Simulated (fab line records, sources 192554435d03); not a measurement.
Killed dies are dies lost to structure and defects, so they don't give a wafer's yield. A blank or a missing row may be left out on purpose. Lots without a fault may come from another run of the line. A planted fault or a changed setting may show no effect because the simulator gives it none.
Split-lot experiment | flow n5_finfet | 7 lots, 39 wafers read, on a route of 1938 steps

THE SPLIT
At N5_BEOL_M1_ILD_DEP_00 (deposits SiOC from DEMS/O2, target thk 79 nm, time 15.3 s), the setting target_thk_a was moved away from the recipe's 790 angstrom on 12 of the 39 wafers read, by +18.7% to +58.9%. The other wafers ran this setting at the recipe's value.

The file shows no step between the split and the reading.

THE READING
M1_ILD_THK, in nm, at N5_BEOL_M1_THK_MEAS_01. Fault-free wafers of this fab line usually give 79.6 nm, standard deviation 0.96 nm.

wafer  | tool, chamber at the split | target_thk_a as run, angstrom | against the recipe | M1_ILD_THK, nm | against lot-mates on the recipe
L075.2 | pecvd-02, 0                | 790                           | recipe             | 80.7           | -
L075.3 | pecvd-02, 1                | 790                           | recipe             | 79.5           | -
L075.4 | pecvd-02, 0                | 790                           | recipe             | 81.4           | -
L076.1 | pecvd-01, 0,2              | 790                           | recipe             | 79.4           | -
L076.2 | pecvd-01, 1                | 790                           | recipe             | 79.8           | -
L076.3 | pecvd-01, 0,2              | 790                           | recipe             | 79.3           | -
L076.4 | pecvd-01, 2                | 790                           | recipe             | 80.3           | -
L076.5 | pecvd-01, 0                | 790                           | recipe             | 79.9           | -
L076.6 | pecvd-01, 1                | 790                           | recipe             | 80.6           | -
L082.1 | pecvd-02, 2                | 790                           | recipe             | 79.5           | -
L082.2 | pecvd-02, 1                | 790                           | recipe             | 80.3           | -
L082.3 | pecvd-02, 0                | 790                           | recipe             | 80.4           | -
L082.4 | pecvd-02, 0                | 1061                          | +34.3%             | 108.1          | +28.0
L082.5 | pecvd-02, 2                | 1061                          | +34.3%             | 108.3          | +28.2
L082.6 | pecvd-02, 1                | 1061                          | +34.3%             | 108.8          | +28.7
L086.1 | pecvd-01, 0                | 937.5                         | +18.7%             | 91.5           | +13.5
L086.2 | pecvd-01, 1                | 790                           | recipe             | 77.3           | -
L086.3 | pecvd-01, 0                | 937.5                         | +18.7%             | 93.7           | +15.7
L086.4 | pecvd-01, 1                | 790                           | recipe             | 78.4           | -
L086.5 | pecvd-01, 1                | 790                           | recipe             | 78.3           | -
L086.6 | pecvd-01, 0                | 937.5                         | +18.7%             | 92.7           | +14.7
L092.1 | pecvd-01, 1                | 1255                          | +58.9%             | 124.6          | +44.8
L092.2 | pecvd-01, 0                | 1255                          | +58.9%             | 124.1          | +44.3
L092.3 | pecvd-01, 2                | 1255                          | +58.9%             | 124.2          | +44.4
L092.4 | pecvd-01, 2                | 790                           | recipe             | 80.0           | -
L092.5 | pecvd-01, 1                | 790                           | recipe             | 79.6           | -
L092.6 | pecvd-01, 0                | 790                           | recipe             | 79.7           | -
L093.1 | pecvd-03, 2,0              | 790                           | recipe             | 79.5           | -
L093.2 | pecvd-03, 2,0              | 790                           | recipe             | 79.3           | -
L093.3 | pecvd-03, 1                | 790                           | recipe             | 78.9           | -
L093.4 | pecvd-03, 1,2              | 790                           | recipe             | 80.0           | -
L093.5 | pecvd-03, 0                | 790                           | recipe             | 81.2           | -
L093.6 | pecvd-03, 1,2              | 790                           | recipe             | 80.1           | -
L097.1 | pecvd-03, 2                | 790                           | recipe             | 79.6           | -
L097.2 | pecvd-03, 1                | 790                           | recipe             | 79.0           | -
L097.3 | pecvd-03, 0                | 1197                          | +51.5%             | 119.8          | +39.7
L097.4 | pecvd-03, 2                | 1197                          | +51.5%             | 121.5          | +41.4
L097.5 | pecvd-03, 1                | 1197                          | +51.5%             | 121.5          | +41.4
L097.6 | pecvd-03, 0                | 790                           | recipe             | 81.6           | -
Where a row lists several chambers, the file gives one row for several wafers and doesn't say which wafer went through which chamber.

THE FIT
A straight line over all 39 wafers: M1_ILD_THK changes by +0.781 nm for each +1% of target_thk_a; r = +1.00; the points scatter about the line by 1.2 nm.
The same after taking each lot's own level away (the mean of its wafers on the recipe; 39 wafers): +0.78 nm for each +1%; r = +1.00; scatter 0.91 nm.
On that fit, the largest move of target_thk_a shifts the reading by 46 nm.
The lots' own levels span 78.00 to 80.53 nm, that is 2.6 times the standard deviation above.
So the lot-to-lot level changes the slope little: the two slopes agree.
Check: with one of the wafers moved furthest among these (+58.9%) left out of the fit, the line predicts +46.2 nm for it against its lot-mates. It came out at +44.8 nm against them.

OTHER SPLITS ON THESE WAFERS
These wafers also went through other splits before the reading. Each is held against what the fit with the lots' levels taken away leaves over:
other split on the same wafers              | wafers away from the commonest value | r with M1_ILD_THK (lot level and that fit taken away)
N5_ZERO_LAYER_PECVD_02 time_s               | 15                                   | -0.30
N5_FIN_SAQP_SPACER1_ALD_24 ald_cycles       | 15                                   | -0.02
N5_DUMMY_GATE_DESCUM_20 time_s              | 15                                   | +0.14
N5_GATE_CUT_DESCUM_18 time_s                | 12                                   | +0.12
N5_MOL_CONTACT_COAG_ETCH_124 target_depth_a | 18                                   | +0.17

THE WHOLE CHAIN: every reading that the file lists as answering this split, in the file's order
step                   | what it does                                              | reading                                                                            | change (the file's fit)               | r (the file's)
N5_BEOL_M1_ILD_DEP_00  | deposits SiOC from DEMS/O2, target thk 79 nm, time 15.3 s | SiOC_of_BEOL_M1_ILD_DEP_00.thk_nm (the simulator's own value, which no gauge read) | +0.781 nm for each +1% of the setting | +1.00
N5_BEOL_M1_THK_MEAS_01 |                                                           | M1_ILD_THK                                                                         | +0.781 for each +1% of the setting    | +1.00

THE FILE'S OWN FIT
M1_ILD_THK changes by +0.781 nm for each +1% of target_thk_a, r = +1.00.
